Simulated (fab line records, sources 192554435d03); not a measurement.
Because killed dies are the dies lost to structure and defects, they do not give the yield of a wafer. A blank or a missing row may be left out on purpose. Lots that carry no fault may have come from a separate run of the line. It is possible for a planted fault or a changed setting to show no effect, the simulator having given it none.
The tool behind it: which one? -- flow n5Finfet -- 30 wafers sampled from 10 lots at 1 step of a route of 1938

WHAT EACH GAUGE READ, for each wafer
N5_HKMG_FIN_OVL_MEAS_50.
lot,measured,on,NDIPOLE_OVL (nm)
L663,day 4 00:41,overlay-01,0.9 1.1 0.9
L664,day 4 05:38,overlay-01,1.3 1.6 1.2
L668,day 5 10:40,overlay-02,0.4 1.6 0.2
L669,day 5 19:26,overlay-02,-0.3 0.5 0.0
L670,day 6 02:27,overlay-02,0.5 -0.6 -0.4
L671,day 6 04:47,overlay-01,0.5 0.3 0.2
L672,day 6 06:33,overlay-02,-0.1 -0.5 -0.3
L680,day 8 03:29,overlay-01,-1.6 -0.3 0.1
L681,day 8 13:20,overlay-01,1.4 0.3 0.6
L683,day 9 03:54,overlay-01,0.4 -0.3 0.5

EACH LOT AND THE TOOL THAT RAN IT (in order: tool; ch and the chambers of the sampled wafers; start)
There is no process step in the record ahead of these readings.

THE ANSWER, worked out from the rows above alone
Rule: what is usual is taken from the lots themselves. Put in order of their means at a reading, lots are off if they are a third of the lots or fewer, leave a main group of 4 or more, and stand apart from it by a gap of 3 or more times the standard deviation of the main group's means; of several such gaps the widest counts. A main group whose means are all the same, to the digits that the tables above print for the reading, isn't used. A lot without any number at a reading at which 4 lots or more have one is off too. Where the step has rows for the other lots, those lots are counted as sound.
None of the lots is off at any reading shown; this tells nothing.

WHAT HAD BEEN PUT IN BY THE SIMULATOR
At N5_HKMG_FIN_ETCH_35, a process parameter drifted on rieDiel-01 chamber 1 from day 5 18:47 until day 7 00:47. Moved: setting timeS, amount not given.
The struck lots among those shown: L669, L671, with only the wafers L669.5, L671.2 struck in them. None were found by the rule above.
